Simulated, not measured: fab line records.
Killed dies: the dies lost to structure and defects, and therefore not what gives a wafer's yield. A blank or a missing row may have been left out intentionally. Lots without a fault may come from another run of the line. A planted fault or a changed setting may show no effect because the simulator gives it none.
A struck lot beside a sound one -- flow nand harc -- 14 steps out of a route of 1302
Sound: the wafers L639.1, L639.2, L639.4. The struck wafers were L637.1, L637.2, L637.4. The cause comes at the end.
For every step that has rows: the tool of each side, followed by ch and its chambers, followed by its first start. Under that, the readings that differ: sound wafers -- struck wafers -- difference of the means -- sigmas: that difference in standard deviations of wafers without a fault.
alike: readings with means less than 2 such deviations apart, plus words and numbers identical on both sides. not compared: withheld readings, readings lacking a value on some wafer, bounds such as >300 that could conceal the same value, and numbers that have no deviation in the record and whose values overlap.
Wherever a step has rows on one side only, a row that says differs or no value, or a row with sigmas, the two part there. Non-overlapping numbers with no deviation appear without sigmas and do not part them. A reading missing from all wafers of one side parts the sides only when that side holds two or more wafers.

first, 2 steps without rows for these wafers: NHARC_A_STAIRCASE_DESCUM_291 (chemistry O2, time 3 s); NHARC_A_STAIRCASE_ETCH_292 (etches the open film in CF4/CHF3).
NHARC_A_STAIRCASE_HM_OPEN_460: chemistry O2/COS.
  sound on rie diel-12 ch 0,2,3; struck on rie diel-12 ch 1,2,3
reading,sound,struck,difference,sigmas
rf hours counter h (h),7 8 8,5 4 5,-3,
  alike: bias w, drypump motor current A, oes product au, rf vpp V, showerhead plenum p Torr, throttle valve pct
then, 1 step without rows for these wafers: NHARC_A_STAIRCASE_STRIP_461 (strips in O2/COS).
NHARC_A_STAIRCASE_ETCH_452: etches the open film in CF4/O2, target depth 30 nm, overetch 3 nm, time 16.5 s.
  sound on rie diel-12 ch 1,2,3; struck on rie diel-12 ch 0,2,3
reading,sound,struck,difference,sigmas
rf hours counter h (h),8 7 8,4 5 5,-3,
  alike: bias w, drypump motor current A, oes product au, rf vpp V, showerhead plenum p Torr, throttle valve pct
NHARC_A_STAIRCASE_ETCH_294: etches the open film in C4F8/O2/Ar, target depth 4989 nm, time 1211.6 s.
  sound on rie diel-12 ch 0,2,3; struck on rie diel-12 ch 0,2,3
reading,sound,struck,difference,sigmas
rf hours counter h (h),8 9 8,5 5 4,-4,
  alike: bias w, oes product au, rf vpp V
NHARC_A_STAIRCASE_STRIP_295: strips in O2.
  sound on rie diel-12 ch 0,2,3; struck on rie diel-12 ch 0,1,2
reading,sound,struck,difference,sigmas
rf hours counter h (h),8 8 9,6 6 5,-3,
  alike: drypump motor current A, oes product au, rf vpp V, showerhead plenum p Torr, throttle valve pct
then, 3 steps without rows for these wafers: NHARC_A_STAIRCASE_STRIP_296 (strips in SPM, time 900 s); NHARC_A_STAIRCASE_PRECLEAN_297 (cleans in SC1); NHARC_A_STAIRCASE_SRD_298.
NHARC_A_STAIRCASE_HM_DEP_462: deposits aC, target thk 800 nm.
  sound on acl dep-01 ch 0, day 21 07:41; struck on acl dep-02 ch 0, day 20 17:09
  alike: susceptor temp C, throttle valve pct
NHARC_A_STAIRCASE_DEP_301: deposits SiON, target thk 30 nm.
  sound on pecvd-02 ch 1,2, day 21 09:34; struck on pecvd-03 ch 0,1,2, day 20 19:05
  no value came back on the struck wafers for chamber pressure Torr (Torr), heater power outer w (W), heater power w (W); on the sound wafers chamber pressure Torr (Torr) reads 3.510 3.494 3.510
then, 1 step without rows for these wafers: NHARC_A_STAIRCASE_DEHYDRATE_302 (time 120 s).
-- break in the record here, with 8 days between the starts of the struck wafers on either side (left off in module A_STAIRCASE, picked up again in module END, where the first step shown is number 1302 on the route) --
NHARC_END_SORT_01:
  here the record holds rows for the struck wafers (prober-01 ch 0, day 28 07:14) but none for the sound ones

## WHERE THEY PART
First at NHARC_A_STAIRCASE_DEP_301; last, within this record, at NHARC_END_SORT_01.

WHY: the cause the simulator had injected
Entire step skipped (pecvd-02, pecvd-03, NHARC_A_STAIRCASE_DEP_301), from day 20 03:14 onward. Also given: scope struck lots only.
